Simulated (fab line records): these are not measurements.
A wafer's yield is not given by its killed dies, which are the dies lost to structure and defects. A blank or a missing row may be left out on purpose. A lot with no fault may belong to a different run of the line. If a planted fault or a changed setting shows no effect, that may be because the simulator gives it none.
Lot-split experiment + flow n5 finfet + 21 wafers read across 7 lots, on a route 1938 steps long

== ON THE SPLIT ==
At N5_SD_EPI_P_COAT_34 (time 60 s, resist thk 350 nm), the setting spin rpm was moved away from the recipe's 1500 rpm on 9 of the 21 wafers read, by -8.7% to +11.1%. This setting was run at the recipe's value on the other wafers.

The reading comes from the split's own step.

== THE READING ==
SOC_of_SD_EPI_P_COAT_34.thk nm (the simulator's own value, which no gauge read), in nm, at N5_SD_EPI_P_COAT_34 (time 60 s, resist thk 350 nm). No usual value for it is given in the file. Here, 12 wafers ran the recipe; their average is 349.8 nm with a standard deviation of 1 nm.

| wafer  | tool, chamber at the split | spin rpm as run, rpm | against the recipe | SOC_of_SD_EPI_P_COAT_34.thk nm, nm | against lot-mates on the recipe |
|--------|----------------------------|----------------------|--------------------|------------------------------------|---------------------------------|
| L076.1 | litho track-05, 0          | 1500                 | recipe             | 348.8                              | -                               |
| L076.3 | litho track-05, 0          | 1666                 | +11.1%             | 331.4                              | -18.2                           |
| L076.4 | litho track-05, 0          | 1500                 | recipe             | 350.4                              | -                               |
| L078.2 | litho track-01, 0          | 1369                 | -8.7%              | 367                                | +17.8                           |
| L078.3 | litho track-01, 0          | 1500                 | recipe             | 349.2                              | -                               |
| L078.5 | litho track-01, 0          | 1369                 | -8.7%              | 368                                | +18.8                           |
| L080.4 | litho track-05, 0          | 1500                 | recipe             | 350.2                              | -                               |
| L080.5 | litho track-05, 0          | 1500                 | recipe             | 350                                | -                               |
| L080.6 | litho track-05, 0          | 1500                 | recipe             | 350                                | -                               |
| L090.3 | litho track-03, 0          | 1500                 | recipe             | 349.4                              | -                               |
| L090.4 | litho track-03, 0          | 1442                 | -3.9%              | 357.8                              | +8.1                            |
| L090.5 | litho track-03, 0          | 1500                 | recipe             | 350                                | -                               |
| L091.1 | litho track-01, 0          | 1581                 | +5.4%              | 341.6                              | -10.4                           |
| L091.3 | litho track-01, 0          | 1500                 | recipe             | 352                                | -                               |
| L091.4 | litho track-01, 0          | 1581                 | +5.4%              | 342.6                              | -9.4                            |
| L093.4 | litho track-03, 0          | 1617                 | +7.8%              | 337.6                              | -13.4                           |
| L093.5 | litho track-03, 0          | 1617                 | +7.8%              | 338.4                              | -12.6                           |
| L093.6 | litho track-03, 0          | 1500                 | recipe             | 351                                | -                               |
| L095.1 | litho track-01, 0          | 1611                 | +7.4%              | 336.6                              | -11.7                           |
| L095.4 | litho track-01, 0          | 1500                 | recipe             | 348.6                              | -                               |
| L095.5 | litho track-01, 0          | 1500                 | recipe             | 348                                | -                               |

FIT RESULTS
A straight line over all 21 wafers: SOC_of_SD_EPI_P_COAT_34.thk nm changes by -1.76 nm for each +1% of spin rpm; r = -0.99; the points scatter about the line by 1.3 nm.
The same after taking each lot's own level away (the mean of its wafers on the recipe; 21 wafers): -1.83 nm for each +1%; r = -0.99; scatter 0.99 nm.
The reading moves by 20 nm for the largest change in spin rpm, on that fit.
Measured against the standard deviation above, the lots' own levels, which go from 348.30 to 352.00 nm, span 3.5 times it.
Hence the lot-to-lot level has little effect on the slope; both slopes agree.
Check: with one of the wafers moved furthest among these (+11.1%) left out of the fit, the line predicts -20.2 nm for it against its lot-mates. Against them it came out at -18.2 nm.

== FURTHER SPLITS ON THESE WAFERS ==
These wafers also went through other splits before the reading. Each is held against what the fit with the lots' levels taken away leaves over:
| other split on the same wafers  | wafers away from the commonest value | r with SOC_of_SD_EPI_P_COAT_34.thk nm (lot level and that fit taken away) |
|---------------------------------|--------------------------------------|---------------------------------------------------------------------------|
| N5_ZERO_LAYER_PECVD_02 time s   | 6                                    | +0.13                                                                     |
| N5_ZERO_LAYER_EXPOSE_08 dose mj | 9                                    | -0.31                                                                     |
| N5_FIN_SAQP_EXPOSE_13 dose mj   | 5                                    | -0.21                                                                     |
| N5_FIN_CUT_ETCH_21 bias w       | 2                                    | +0.05                                                                     |
| N5_SD_EPI_N_PEB_07 peb temp c   | 5                                    | -0.18                                                                     |
| N5_SD_EPI_N_EPI_21 temp c       | 6                                    | +0.12                                                                     |

== FILE'S OWN FIT ==
SOC_of_SD_EPI_P_COAT_34.thk nm changes by -1.77 nm for each +1% of spin rpm, r = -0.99.
